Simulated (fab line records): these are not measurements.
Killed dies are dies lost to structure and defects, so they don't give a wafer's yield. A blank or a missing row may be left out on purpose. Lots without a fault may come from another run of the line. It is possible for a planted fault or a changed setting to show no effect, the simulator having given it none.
The tool behind it: which one?	flow nandHarc	72 wafers from 24 lots sampled at 6 of the route's 1302 steps

## WHAT THE GAUGES SHOWED, per wafer
NHARC_A_WL_FILL_INSPECT_15. Usual: rawDefectCount 460, standard deviation 130.
lot	measured	on	rawDefectCount	flag
L074	day 21 17:42	defectInspect-02	389 372 346	
L075	day 21 17:40	defectInspect-02	456 604 436	
L076	day 21 23:23	defectInspect-02	814 688 647	
L077	day 22 22:40	defectInspect-02	849 556 472	
L082	day 25 03:25	defectInspect-01	400 358 393	
L078	day 25 09:57	defectInspect-02	439 390 415	
L081	day 25 09:53	defectInspect-02	393 300 638	
L084	day 25 19:23	defectInspect-01	403 334 434	
L083	day 26 02:39	defectInspect-01	492 485 499	
L080	day 26 00:07	defectInspect-01	354 352 382	
L079	day 26 19:52	defectInspect-01	523 988 465	
L086	day 26 19:52	defectInspect-02	355 438 416	
L085	day 26 16:56	defectInspect-01	362 414 409	
L088	day 27 04:01	defectInspect-01	571 473 555	
L087	day 27 04:01	defectInspect-02	555 402 398	
L089	day 27 07:04	defectInspect-02	405 444 416	
L090	day 27 11:31	defectInspect-01	321 334 309	
L091	day 27 14:38	defectInspect-02	416 362 587	
L092	day 28 17:53	defectInspect-02	678 477 606	
L093	day 29 07:16	defectInspect-02	413 568 354	
L094	day 29 07:08	defectInspect-01	374 396 418	
L095	day 30 17:56	defectInspect-02	418 395 344	
L096	day 30 18:04	defectInspect-02	402 597 660	
L097	day 32 06:07	defectInspect-01	459 561 574	

NHARC_A_CONTACT_CD_MEAS_42: the cd target is 300 nm. Usual: cdNm 299.9 nm, standard deviation 0.47.
lot	measured	on	cdNm (nm)	flag
L074	day 22 00:33	cdSem-03	300.0 299.9 300.0	
L075	day 21 23:42	cdSem-01	300.5 300.2 300.5	
L076	day 22 06:26	cdSem-03	300.4 300.1 300.7	
L077	day 23 04:16	cdSem-01	300.2 299.5 299.8	
L082	day 25 09:05	cdSem-03	300.4 300.3 300.5	
L078	day 25 17:03	cdSem-01	299.2 300.1 300.0	
L081	day 25 16:14	cdSem-01	300.9 299.9 300.4	
L084	day 26 00:56	cdSem-02	300.3 300.2 300.2	
L083	day 26 17:28	cdSem-02	300.2 300.4 300.4	
L080	day 26 08:32	cdSem-03	300.1 299.6 300.0	
L079	day 27 05:56	cdSem-02	300.1 299.6 298.7	
L086	day 27 05:46	cdSem-01	300.3 299.4 300.0	
L085	day 27 05:01	cdSem-02	299.5 299.5 298.6	
L088	day 27 15:06	cdSem-03	299.5 299.5 299.4	
L087	day 27 14:56	cdSem-03	299.7 299.3 299.4	
L089	day 27 19:38	cdSem-03	299.9 299.7 300.1	
L090	day 28 00:47	cdSem-02	300.1 299.4 299.8	
L091	day 28 07:40	cdSem-02	299.7 299.6 300.1	
L092	day 29 08:29	cdSem-01	299.8 300.2 300.2	
L093	day 29 16:33	cdSem-02	300.4 300.1 300.0	
L094	day 29 16:46	cdSem-03	300.7 300.1 300.0	
L095	day 31 02:48	cdSem-02	299.3 299.2 299.7	
L096	day 31 02:58	cdSem-01	300.2 299.5 300.4	
L097	day 32 12:43	cdSem-01	299.2 299.9 299.8	

## EACH LOT AND THE TOOL THAT RAN IT (in order: tool; ch and the chambers of the sampled wafers; start)
lot	NHARC_A_STAIRCASE_STRIP_316	NHARC_A_STAIRCASE_STRIP_446	NHARC_A_SGD_CUT_STRIP_28	NHARC_A_SLIT_ETCH_15
L074	rieDiel-06 ch 0,1, day 19 19:25 or earlier	plasmaAsher-02 ch 0,1, day 19 19:25	rieDiel-08 ch 2,3, day 21 17:42 or earlier	rieDiel-11 ch 1,2,3, day 21 17:42 or earlier
L075	rieDiel-10 ch 0,2,3, day 19 18:43 or earlier	plasmaAsher-01 ch 0,1, day 19 18:43	rieDiel-08 ch 1,2,3, day 21 17:40 or earlier	rieDiel-05 ch 0,2,3, day 21 17:40 or earlier
L076	rieDiel-06 ch 0,2,3, day 19 18:43 or earlier	plasmaAsher-02 ch 0,1, day 19 18:43	rieDiel-08 ch 0,2, day 21 23:23 or earlier	rieDiel-05 ch 0,2,3, day 21 23:23 or earlier
L077	rieDiel-06 ch 0,1,2, day 20 15:21 or earlier	plasmaAsher-02 ch 0,1, day 20 15:21	rieDiel-03 ch 0,1,2, day 22 22:40 or earlier	rieDiel-11 ch 0,1, day 22 22:40 or earlier
L082	rieDiel-06 ch 0,1,2, day 23 02:07 or earlier	plasmaAsher-02 ch 0,1, day 23 02:07	rieDiel-12 ch 0,2, day 25 03:25 or earlier	rieDiel-05 ch 0,2,3, day 25 03:25 or earlier
L078	rieDiel-01 ch 0,2,3, day 23 05:14 or earlier	plasmaAsher-01 ch 0,1, day 23 05:14	rieDiel-03 ch 0,2, day 25 09:57 or earlier	rieDiel-11 ch 0,2,3, day 25 09:57 or earlier
L081	rieDiel-10 ch 1,2,3, day 23 02:02 or earlier	plasmaAsher-01 ch 0,1, day 23 02:02	rieDiel-03 ch 0,1,2, day 25 09:53 or earlier	rieDiel-09 ch 0,3, day 25 09:53 or earlier
L084	rieDiel-06 ch 0,2,3, day 23 20:12 or earlier	plasmaAsher-01 ch 0,1, day 23 20:12	rieDiel-08 ch 0,1,3, day 25 19:23 or earlier	rieDiel-05 ch 1,3, day 25 19:23 or earlier
L083	rieDiel-06 ch 0,2,3, day 23 22:38 or earlier	plasmaAsher-01 ch 0,1, day 23 22:38	rieDiel-03 ch 0,1,2, day 26 02:39 or earlier	rieDiel-09 ch 0,2,3, day 26 02:39 or earlier
L080	rieDiel-10 ch 0,1,2, day 23 19:49 or earlier	plasmaAsher-01 ch 0,1, day 23 19:49	rieDiel-12 ch 0,2, day 26 00:07 or earlier	rieDiel-09 ch 0,1,2, day 26 00:07 or earlier
L079	rieDiel-10 ch 1,2, day 24 16:23 or earlier	plasmaAsher-01 ch 1, day 24 16:23	rieDiel-12 ch 0,3, day 25 04:32	rieDiel-11 ch 0,2,3, day 26 19:52 or earlier
L086	rieDiel-06 ch 1,2,3, day 24 16:40 or earlier	plasmaAsher-01 ch 0,1, day 24 16:40	rieDiel-12 ch 0,1, day 25 04:44	rieDiel-09 ch 0,1,3, day 26 19:52 or earlier
L085	rieDiel-10 ch 1,3, day 24 19:27 or earlier	plasmaAsher-01 ch 0,1, day 24 19:27	rieDiel-08 ch 1,2,3, day 26 16:56 or earlier	rieDiel-09 ch 0,3, day 26 16:56 or earlier
L088	rieDiel-10 ch 0,1, day 24 20:57 or earlier	plasmaAsher-01 ch 0,1, day 24 20:57	rieDiel-03 ch 0,2, day 27 04:01 or earlier	rieDiel-11 ch 0,1,3, day 27 04:01 or earlier
L087	rieDiel-10 ch 0,1,3, day 25 00:38 or earlier	plasmaAsher-01 ch 0,1, day 25 00:38	rieDiel-08 ch 1,2, day 27 04:01 or earlier	rieDiel-05 ch 1,2,3, day 27 04:01 or earlier
L089	rieDiel-01 ch 0,2,3, day 25 06:17 or earlier	plasmaAsher-01 ch 0,1, day 25 06:17	rieDiel-08 ch 0,1,3, day 27 07:04 or earlier	rieDiel-11 ch 0,3, day 27 07:04 or earlier
L090	rieDiel-06 ch 1,2, day 25 12:28 or earlier	plasmaAsher-01 ch 1, day 25 12:28	rieDiel-12 ch 2,3, day 27 11:31 or earlier	rieDiel-11 ch 1,2,3, day 27 11:31 or earlier
L091	rieDiel-10 ch 0,1,3, day 25 11:26 or earlier	plasmaAsher-01 ch 0,1, day 25 11:26	rieDiel-08 ch 2,3, day 27 14:38 or earlier	rieDiel-09 ch 0,2,3, day 27 14:38 or earlier
L092	rieDiel-10 ch 1,2,3, day 26 15:17 or earlier	plasmaAsher-01 ch 0,1, day 26 15:17	rieDiel-03 ch 1,2,3, day 27 01:18	rieDiel-11 ch 0,1,2, day 28 17:53 or earlier
L093	rieDiel-01 ch 0,1,2, day 27 00:51 or earlier	plasmaAsher-02 ch 0,1, day 27 00:51	rieDiel-12 ch 0,2, day 29 07:16 or earlier	rieDiel-05 ch 1,2, day 29 07:16 or earlier
L094	rieDiel-10 ch 0,1,2, day 27 01:56 or earlier	plasmaAsher-01 ch 0,1, day 27 01:56	rieDiel-08 ch 0,1,2, day 29 07:08 or earlier	rieDiel-09 ch 0,2,3, day 29 07:08 or earlier
L095	rieDiel-06 ch 0,1,2, day 28 11:33 or earlier	plasmaAsher-02 ch 0,1, day 28 11:33	rieDiel-03 ch 0,3, day 30 17:56 or earlier	rieDiel-05 ch 0,1,2, day 30 17:56 or earlier
L096	rieDiel-10 ch 1,2, day 28 15:23 or earlier	plasmaAsher-02 ch 0,1, day 28 15:23	rieDiel-08 ch 0,1,3, day 30 18:04 or earlier	rieDiel-11 ch 0,1, day 30 18:04 or earlier
L097	rieDiel-06 ch 1,2,3, day 30 07:41 or earlier	plasmaAsher-02 ch 0, day 30 07:41	rieDiel-03 ch 0,2,3, day 32 06:07 or earlier	rieDiel-11 ch 1,2, day 32 06:07 or earlier
- NHARC_A_STAIRCASE_STRIP_316: strips in O2.
- NHARC_A_STAIRCASE_STRIP_446: strips in O2.
- NHARC_A_SGD_CUT_STRIP_28: strips in O2, time 20 s.
- NHARC_A_SLIT_ETCH_15: etches the open film in O2/COS, target depth 6200 nm, time 1612 s.

## AS READ BY THE TOOLS THEMSELVES (means over the sampled wafers that have a number; for cases with no such wafer, the mark the record gives instead)
NHARC_A_STAIRCASE_STRIP_316. Usual: drypumpMotorCurrentA 5.8 A, standard deviation 0.56; o2FlowSccm 500.0 sccm, standard deviation 1.5; oesProductAu 1.000 a.u., standard deviation 0.0095; rfVppV 57.6 V, standard deviation 0.86; showerheadPlenumPTorr 3.44 Torr, standard deviation 0.12; throttleValvePct 17.036 %, standard deviation 0.0085.
lot	tool	drypumpMotorCurrentA (A)	o2FlowSccm (sccm)	oesProductAu (a.u.)	rfVppV (V)	showerheadPlenumPTorr (Torr)	throttleValvePct (%)	flag
L074	rieDiel-06	6.3	497.5	0.996	58.2	3.52	17.034	
L075	rieDiel-10	5.3	500.0	1.002	58.3	3.51	17.040	
L076	rieDiel-06	6.0	500.4	0.992	57.8	3.41	17.035	
L077	rieDiel-06	6.3	501.3	1.003	57.5	3.44	17.038	
L082	rieDiel-06	6.3	499.6	0.994	57.4	3.44	17.041	
L078	rieDiel-01	5.9	498.7	1.002	57.1	3.52	17.034	
L081	rieDiel-10	5.4	498.7	1.011	57.9	3.46	17.030	
L084	rieDiel-06	6.1	500.4	0.999	58.0	3.40	17.039	
L083	rieDiel-06	6.0	498.9	0.993	57.1	3.40	17.027	
L080	rieDiel-10	5.4	500.3	1.003	57.2	3.36	17.025	
L079	rieDiel-10	5.3	500.4	1.005	57.3	3.34	17.035	
L086	rieDiel-06	5.8	500.5	0.989	58.0	3.45	17.039	
L085	rieDiel-10	5.5	501.5	1.012	56.8	3.57	17.032	
L088	rieDiel-10	5.7	498.6	0.995	57.4	3.34	17.035	
L087	rieDiel-10	5.5	500.1	1.001	57.6	3.47	17.034	
L089	rieDiel-01	5.9	500.8	1.003	58.2	3.51	17.038	
L090	rieDiel-06	6.0	501.9	0.995	57.6	3.47	17.038	
L091	rieDiel-10	5.5	500.8	1.007	57.8	3.47	17.037	
L092	rieDiel-10	5.5	500.6	0.995	58.5	3.45	17.041	
L093	rieDiel-01	6.0	500.3	0.985	57.8	3.46	17.026	
L094	rieDiel-10	5.5	498.5	1.011	57.9	3.35	17.039	
L095	rieDiel-06	6.3	499.5	0.992	57.2	3.41	17.044	
L096	rieDiel-10	5.3	499.6	1.002	57.6	3.32	17.043	
L097	rieDiel-06	5.8	501.0	0.993	57.4	3.42	17.037	

NHARC_A_STAIRCASE_STRIP_446. Usual: drypumpMotorCurrentA 5.87 A, standard deviation 0.28; heaterPowerW 344 W, standard deviation 28.
lot	tool	drypumpMotorCurrentA (A)	heaterPowerW (W)	flag
L074	plasmaAsher-02	5.60	356	
L075	plasmaAsher-01	5.95	323	
L076	plasmaAsher-02	5.55	356	
L077	plasmaAsher-02	5.56	353	
L082	plasmaAsher-02	5.55	350	
L078	plasmaAsher-01	6.09	354	
L081	plasmaAsher-01	6.08	351	
L084	plasmaAsher-01	5.94	329	
L083	plasmaAsher-01	6.11	352	
L080	plasmaAsher-01	5.94	337	
L079	plasmaAsher-01	6.23	375	
L086	plasmaAsher-01	5.94	329	
L085	plasmaAsher-01	6.09	352	
L088	plasmaAsher-01	6.10	356	
L087	plasmaAsher-01	6.11	354	
L089	plasmaAsher-01	6.09	353	
L090	plasmaAsher-01	6.22	383	
L091	plasmaAsher-01	6.10	357	
L092	plasmaAsher-01	5.96	329	
L093	plasmaAsher-02	5.55	335	
L094	plasmaAsher-01	6.10	354	
L095	plasmaAsher-02	5.59	338	
L096	plasmaAsher-02	5.60	338	
L097	plasmaAsher-02	5.66	344	

NHARC_A_SGD_CUT_STRIP_28. Usual: drypumpMotorCurrentA 5.6 A, standard deviation 0.49; o2FlowSccm 499.8 sccm, standard deviation 1.4; oesProductAu 1.001 a.u., standard deviation 0.009; rfVppV 57.7 V, standard deviation 0.92; showerheadPlenumPTorr 3.54 Torr, standard deviation 0.14; throttleValvePct 17.037 %, standard deviation 0.0082.
lot	tool	drypumpMotorCurrentA (A)	o2FlowSccm (sccm)	oesProductAu (a.u.)	rfVppV (V)	showerheadPlenumPTorr (Torr)	throttleValvePct (%)	flag
L074	rieDiel-08	5.3	499.1	1.007	58.1	3.63	17.036	
L075	rieDiel-08	5.4	499.6	1.006	57.5	3.51	17.039	
L076	rieDiel-08	4.9	500.6	1.000	57.7	3.62	17.037	
L077	rieDiel-03	6.0	497.8	1.009	57.6	3.55	17.035	
L082	rieDiel-12	5.6	501.2	0.998	57.8	3.57	17.040	
L078	rieDiel-03	6.0	500.4	1.005	57.8	3.63	17.043	
L081	rieDiel-03	6.0	499.8	1.002	57.7	3.55	17.039	
L084	rieDiel-08	5.4	499.3	0.998	58.1	3.60	17.033	
L083	rieDiel-03	6.0	500.5	1.012	57.6	3.55	17.022	
L080	rieDiel-12	6.0	500.2	0.989	57.3	3.50	17.044	
L079	rieDiel-12	6.2	499.1	0.994	57.6	3.40	17.040	
L086	rieDiel-12	6.1	499.9	1.002	57.2	3.45	17.040	
L085	rieDiel-08	5.3	499.9	1.001	57.6	3.51	17.035	
L088	rieDiel-03	6.0	500.4	1.000	56.9	3.63	17.031	
L087	rieDiel-08	5.5	499.0	0.999	57.5	3.38	17.042	
L089	rieDiel-08	5.4	500.1	1.001	58.4	3.60	17.037	
L090	rieDiel-12	5.5	500.8	0.978	56.5	3.53	17.036	
L091	rieDiel-08	5.0	499.4	1.009	57.8	3.53	17.037	
L092	rieDiel-03	5.5	500.1	0.999	57.6	3.58	17.036	
L093	rieDiel-12	6.0	500.5	0.997	58.0	3.50	17.035	
L094	rieDiel-08	5.2	499.7	1.007	57.0	3.50	17.037	
L095	rieDiel-03	5.8	500.3	0.997	56.8	3.47	17.042	
L096	rieDiel-08	5.4	500.5	1.000	57.5	3.59	17.039	
L097	rieDiel-03	5.9	499.5	0.997	58.8	3.54	17.039	

NHARC_A_SLIT_ETCH_15. Usual: drypumpMotorCurrentA 5.8 A, standard deviation 0.44; o2FlowSccm 400.2 sccm, standard deviation 1.3; oesProductAu 0.996 a.u., standard deviation 0.01; rfVppV 313.6 V, standard deviation 1.9; showerheadPlenumPTorr 3.08 Torr, standard deviation 0.12; throttleValvePct 28.331 %, standard deviation 0.009.
lot	tool	drypumpMotorCurrentA (A)	o2FlowSccm (sccm)	oesProductAu (a.u.)	rfVppV (V)	showerheadPlenumPTorr (Torr)	throttleValvePct (%)	flag
L074	rieDiel-11	5.8	400.8	0.983	313.2	3.08	28.330	
L075	rieDiel-05	5.7	399.6	1.009	312.9	3.07	28.329	
L076	rieDiel-05	5.7	400.0	1.009	312.9	3.07	28.327	
L077	rieDiel-11	5.6	400.5	0.980	313.1	3.01	28.326	
L082	rieDiel-05	5.8	400.0	1.010	313.4	3.07	28.328	
L078	rieDiel-11	5.8	399.7	0.999	315.2	3.18	28.335	
L081	rieDiel-09	6.4	400.8	0.991	312.6	3.02	28.332	
L084	rieDiel-05	5.9	399.2	0.996	312.0	3.01	28.333	
L083	rieDiel-09	6.4	401.1	1.004	313.6	3.05	28.327	
L080	rieDiel-09	5.9	401.2	1.006	313.3	3.04	28.331	
L079	rieDiel-11	5.8	401.2	0.992	315.6	3.18	28.338	
L086	rieDiel-09	6.0	401.1	0.997	312.1	3.01	28.330	
L085	rieDiel-09	6.4	399.4	0.995	311.6	3.02	28.332	
L088	rieDiel-11	5.9	400.1	0.988	314.5	3.13	28.336	
L087	rieDiel-05	5.6	399.2	1.005	312.9	3.06	28.332	
L089	rieDiel-11	5.9	398.9	0.995	316.1	3.22	28.337	
L090	rieDiel-11	5.8	400.4	0.989	313.9	3.08	28.326	
L091	rieDiel-09	6.3	400.1	1.001	313.7	3.05	28.332	
L092	rieDiel-11	5.5	401.1	0.980	313.1	3.06	28.336	
L093	rieDiel-05	5.4	401.2	1.007	314.9	3.13	28.337	
L094	rieDiel-09	6.3	400.2	1.007	313.2	3.05	28.325	
L095	rieDiel-05	5.5	401.8	1.001	315.1	3.14	28.323	
L096	rieDiel-11	5.7	400.0	0.988	313.3	3.10	28.330	
L097	rieDiel-11	5.5	401.2	0.983	311.4	2.95	28.335	

## THE ANSWER, worked out from the rows above alone
Rule: lot off if the mean of its wafers having a number is beyond 3 standard deviations from the usual mean. A lot without any number at a reading at which 4 lots or more have one is off too. Where the step has rows for the other lots, those lots are counted as sound. Order of review: gauges by route order, followed by the tools' own readings, for which a lot's mean as printed above is used. The first step at which some lot is off is used, and at that step the reading that is off furthest; a lot without a number counts as furthest.
Nothing can be told from this: no lot is off at any reading shown.

## WHAT THE SIMULATOR PUT IN
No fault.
